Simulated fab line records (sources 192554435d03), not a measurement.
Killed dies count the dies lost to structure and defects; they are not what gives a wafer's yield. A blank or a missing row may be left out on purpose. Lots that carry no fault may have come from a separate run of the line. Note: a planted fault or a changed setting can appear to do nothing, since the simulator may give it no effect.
Lot-split experiment ; flow n5-finfet ; on a route of 1938 steps: 7 lots, 21 wafers read

THE SPLIT
At N5_BEOL_M1_COAT_05 (resist thk 30 nm), the setting spin-rpm was moved away from the recipe's 1500 rpm on 9 of the 21 wafers read, by -8.7% to +9.4%. This setting was run at the recipe's value on the other wafers.

FROM THE SPLIT TO THE READING: what the file shows between them, 4 steps
- N5_BEOL_M1_EBR_07
- N5_BEOL_M1_SOFTBAKE_06: time 60 s
- N5_BEOL_M1_EXPOSE_08: exposes mask M1
- N5_BEOL_M1_PEB_09: peb time 60 s

THE READING
CAR-EUV_of_BEOL_M1_COAT_05.thk-nm (the simulator's own value, which no gauge read), in nm, at N5_BEOL_M1_DEVELOP_10 (develop time 30 s). The file gives no usual value for it. Average 29.5 nm, standard deviation 0.15 nm, over the 12 wafers here run with the recipe.

wafer;tool, chamber at the split;spin-rpm as run, rpm;against the recipe;CAR-EUV_of_BEOL_M1_COAT_05.thk-nm, nm;against lot-mates on the recipe
L076.1;litho-track-01, 0;1369;-8.7%;30.8;+1.4
L076.2;litho-track-01, 0;1369;-8.7%;30.8;+1.4
L076.3;litho-track-01, 0;1500;recipe;29.4;-
L078.4;litho-track-05, 0;1500;recipe;29.6;-
L078.5;litho-track-05, 0;1500;recipe;29.6;-
L078.6;litho-track-05, 0;1409;-6.1%;30.4;+0.8
L082.3;litho-track-03, 0;1544;+2.9%;29;-0.4
L082.5;litho-track-03, 0;1544;+2.9%;29;-0.4
L082.6;litho-track-03, 0;1500;recipe;29.4;-
L085.2;litho-track-05, 0;1552;+3.5%;29;-0.6
L085.4;litho-track-05, 0;1552;+3.5%;29;-0.6
L085.3;litho-track-05, 0;1500;recipe;29.6;-
L086.2;litho-track-01, 0;1500;recipe;29.2;-
L086.5;litho-track-01, 0;1500;recipe;29.2;-
L086.6;litho-track-01, 0;1641;+9.4%;28;-1.2
L089.1;litho-track-03, 0;1500;recipe;29.6;-
L089.2;litho-track-03, 0;1500;recipe;29.6;-
L089.4;litho-track-03, 0;1500;recipe;29.6;-
L091.1;litho-track-03, 0;1500;recipe;29.6;-
L091.3;litho-track-03, 0;1610;+7.3%;28.6;-0.9
L091.4;litho-track-03, 0;1500;recipe;29.4;-

THE FIT
A straight line over all 21 wafers: CAR-EUV_of_BEOL_M1_COAT_05.thk-nm changes by -0.148 nm for each +1% of spin-rpm; r = -0.98; the points scatter about the line by 0.13 nm.
The same after taking each lot's own level away (the mean of its wafers on the recipe; 21 wafers): -0.144 nm for each +1%; r = -0.99; scatter 0.082 nm.
The reading moves by 1.4 nm for the largest change in spin-rpm, on that fit.
The span of the lots' own levels, 29.20 to 29.60 nm, comes to 2.6 times the standard deviation stated above.
The two slopes agree, so the slope changes little with the lot-to-lot level.
Check: with one of the wafers moved furthest among these (+9.4%) left out of the fit, the line predicts -1.39 nm for it against its lot-mates. Against them it came out at -1.2 nm.

OTHER SPLITS ON THESE WAFERS
These wafers also went through other splits before the reading. Each is held against what the fit with the lots' levels taken away leaves over:
other split on the same wafers;wafers away from the commonest value;r with CAR-EUV_of_BEOL_M1_COAT_05.thk-nm (lot level and that fit taken away)
N5_MOL_CONTACT_COAG_ETCH_105 bias-w;9;+0.05
N5_MOL_CONTACT_COAG_CONTACT_ETCH_14 source-w;11;-0.04
N5_BEOL_M0_SAQP_ALD_48 ald-cycles;8;+0.05
N5_BEOL_M0_CUTY_COAT_50 spin-rpm;10;-0.19

THE WHOLE CHAIN: every reading that the file lists as answering this split, in the file's order
step;what it does;reading;change (the file's fit);r (the file's)
N5_BEOL_M1_COAT_05;resist thk 30 nm;CAR-EUV_of_BEOL_M1_COAT_05.thk-nm (the simulator's own value, which no gauge read);-0.15 nm for each +1% of the setting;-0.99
N5_BEOL_M1_DEVELOP_10;develop time 30 s;CAR-EUV_of_BEOL_M1_COAT_05.thk-nm (the simulator's own value, which no gauge read);-0.139 nm for each +1% of the setting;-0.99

THE FILE'S OWN FIT
CAR-EUV_of_BEOL_M1_COAT_05.thk-nm changes by -0.139 nm for each +1% of spin-rpm, r = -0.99.
